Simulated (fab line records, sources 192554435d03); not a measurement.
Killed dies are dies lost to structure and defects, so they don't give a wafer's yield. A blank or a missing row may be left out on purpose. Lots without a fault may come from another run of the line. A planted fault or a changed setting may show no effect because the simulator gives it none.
Chamber matching | flow n5_finfet | N5_ZERO_LAYER_ETCH_18 on rie_si-03: 4 sister chambers
The step etches Si in HBr/Cl2, target depth 120 nm, time 40 s. 4 wafers are shown with their chamber, then 12 later ones without.

WAFERS WITH THEIR CHAMBER
wafer  | chamber | drypump_motor_current_A (A)
L088.5 | 1       | 6.4
L091.2 | 3       | 5.2
L091.4 | 2       | 5.6
L091.6 | 0       | 5.5

WAFERS WITHOUT THEIR CHAMBER
wafer  | drypump_motor_current_A (A)
L092.1 | 5.5
L092.2 | 5.6
L092.3 | 6.5
L093.2 | 5.5
L093.4 | 5.6
L093.5 | 6.4
L094.1 | 5.5
L094.4 | 6.4
L094.5 | 5.6
L097.3 | 5.6
L097.4 | 5.5
L097.5 | 5.5

WHICH CHAMBER EACH WENT THROUGH
wafer  | from the rows above | in truth
L092.1 | 0                   | 0
L092.2 | 2                   | 2
L092.3 | 1                   | 1
L093.2 | 0                   | 0
L093.4 | 2                   | 2
L093.5 | 1                   | 1
L094.1 | 0                   | 0
L094.4 | 1                   | 1
L094.5 | 2                   | 2
L097.3 | 2                   | 2
L097.4 | 0                   | 0
L097.5 | 0                   | 0
Placed correctly: 12 of 12. Can't be placed from these rows: 0. Placed wrongly: 0.
How it was worked out, from the rows above alone: a wafer's distance from a chamber is the root of the sum, over the readings, of the square of ((its reading less the chamber's mean) divided by the reading's scatter). The wafer belongs to the nearest chamber; if the next one is less than 2 further off, it can't be placed. A chamber's mean is the mean of its shown wafers. The scatter: with one shown wafer a chamber, the root of the mean of the squares of how far each hidden wafer lies from its nearest shown one.
